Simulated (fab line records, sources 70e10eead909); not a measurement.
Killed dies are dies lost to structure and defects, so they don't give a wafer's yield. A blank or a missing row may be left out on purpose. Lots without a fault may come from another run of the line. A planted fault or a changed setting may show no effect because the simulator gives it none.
Chamber matching | flow nand_harc | NHARC_A_SLIT_DESCUM_14 on rie_diel-01: 4 sister chambers
The step chemistry O2, time 3 s. 18 wafers are shown with their chamber, then 9 later ones without.

WAFERS WITH THEIR CHAMBER
wafer  | chamber | showerhead_plenum_p_Torr (Torr) | drypump_motor_current_A (A) | oes_product_au (a.u.)
L074.2 | 2       | 1.89                            | 4.9                         | 1.001
L074.3 | 1       | 1.84                            | 6.2                         | 0.999
L074.5 | 2       | 1.89                            | 4.9                         | 1.007
L078.3 | 0       | 1.95                            | 6.4                         | 1.003
L078.4 | 1       | 1.84                            | 6.2                         | 1.000
L078.5 | 0       | 1.95                            | 6.4                         | 0.998
L082.1 | 1       | 1.84                            | 6.2                         | 1.010
L082.2 | 0       | 1.95                            | 6.4                         | 0.997
L082.3 | 3       | 1.93                            | 5.8                         | 0.989
L082.4 | 2       | 1.89                            | 4.9                         | 1.007
L082.5 | 2       | 1.89                            | 4.9                         | 1.002
L082.6 | 3       | 1.93                            | 5.7                         | 0.995
L083.2 | 2       | 1.89                            | 4.9                         | 0.999
L083.3 | 1       | 1.84                            | 6.1                         | 0.992
L083.4 | 0       | 1.95                            | 6.4                         | 1.004
L088.2 | 1       | 1.83                            | 6.2                         | 1.003
L088.3 | 2       | 1.89                            | 4.9                         | 1.021
L088.6 | 1       | 1.83                            | 6.2                         | 1.010

SIGNATURES (means of the wafers above)
reading                  | chamber 0 | chamber 1 | chamber 2 | chamber 3 | scatter within a chamber
showerhead_plenum_p_Torr | 1.9500    | 1.8367    | 1.8900    | 1.9300    | 0.00309
drypump_motor_current_A  | 6.400     | 6.183     | 4.900     | 5.750     | 0.0309
oes_product_au           | 1.00050   | 1.00233   | 1.00617   | 0.99200   | 0.00662
Rule: a wafer's distance from a chamber is the root of the sum, over the readings, of the square of ((its reading less the chamber's mean) divided by the reading's scatter). The wafer belongs to the nearest chamber; if the next one is less than 2 further off, it can't be placed. The scatter: the root of (the sum of the squares of (reading less its chamber's mean) over the shown wafers, divided by (wafers less chambers)).

WAFERS WITHOUT THEIR CHAMBER
wafer  | showerhead_plenum_p_Torr (Torr) | drypump_motor_current_A (A) | oes_product_au (a.u.)
L090.4 | 1.95                            | 6.4                         | 0.997
L090.5 | 1.83                            | 6.1                         | 0.995
L090.6 | 1.89                            | 4.9                         | 1.020
L093.1 | 1.92                            | 5.8                         | 1.003
L093.5 | 1.92                            | 5.8                         | 0.999
L093.6 | 1.95                            | 6.4                         | 1.010
L096.2 | 1.92                            | 5.8                         | 1.002
L096.4 | 1.83                            | 6.2                         | 0.997
L096.5 | 1.89                            | 4.9                         | 1.010

WHICH CHAMBER EACH WENT THROUGH
wafer  | from the rows above | in truth
L090.4 | 0                   | 0
L090.5 | 1                   | 1
L090.6 | 2                   | 2
L093.1 | 3                   | 3
L093.5 | 3                   | 3
L093.6 | 0                   | 0
L096.2 | 3                   | 3
L096.4 | 1                   | 1
L096.5 | 2                   | 2
Placed correctly: 9 of 9. Can't be placed from these rows: 0. Placed wrongly: 0.
